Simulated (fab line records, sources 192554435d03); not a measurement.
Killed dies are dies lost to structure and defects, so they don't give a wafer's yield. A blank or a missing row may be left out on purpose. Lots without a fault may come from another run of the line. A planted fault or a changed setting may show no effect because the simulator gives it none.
Chamber matching | flow n5_finfet | N5_BEOL_M0_SAQP_ILD_DEP_01 on pecvd-04: 3 sister chambers
The step deposits SiOC from DEMS/O2, target thk 45.419 nm, time 8.7 s. 6 wafers are shown with their chamber, then 11 later ones without.

WAFERS WITH THEIR CHAMBER
wafer  | chamber | throttle_valve_pct (%) | heater_power_w (W)
L083.4 | 2       | 11.2                   | 445
L083.6 | 1       | 13.3                   | 514
L086.2 | 0       | 12.6                   | 446
L086.4 | 1       | 13.8                   | 535
L086.5 | 0       | 12.4                   | 449
L090.3 | 2       | 11.0                   | 404

WAFERS WITHOUT THEIR CHAMBER
wafer  | throttle_valve_pct (%) | heater_power_w (W)
L090.4 | 13.7                   | 565
L090.6 | 11.0                   | 411
L094.2 | 11.1                   | 473
L094.3 | 13.5                   | 480
L094.6 | 12.8                   | 442
L096.1 | 11.1                   | 444
L096.2 | 12.6                   | 477
L096.5 | 13.7                   | 508
L097.1 | 13.6                   | 576
L097.2 | 12.5                   | 475
L097.4 | 13.5                   | 567

WHICH CHAMBER EACH WENT THROUGH
wafer  | from the rows above | in truth
L090.4 | 1                   | 1
L090.6 | 2                   | 2
L094.2 | 2                   | 2
L094.3 | 1                   | 1
L094.6 | 0                   | 0
L096.1 | 2                   | 2
L096.2 | 0                   | 0
L096.5 | 1                   | 1
L097.1 | 1                   | 1
L097.2 | 0                   | 0
L097.4 | 1                   | 1
Placed correctly: 11 of 11. Can't be placed from these rows: 0. Placed wrongly: 0.
How it was worked out, from the rows above alone: a wafer's distance from a chamber is the root of the sum, over the readings, of the square of ((its reading less the chamber's mean) divided by the reading's scatter). The wafer belongs to the nearest chamber; if the next one is less than 2 further off, it can't be placed. A chamber's mean is the mean of its shown wafers. The scatter: the root of (the sum of the squares of (reading less its chamber's mean) over the shown wafers, divided by (wafers less chambers)).
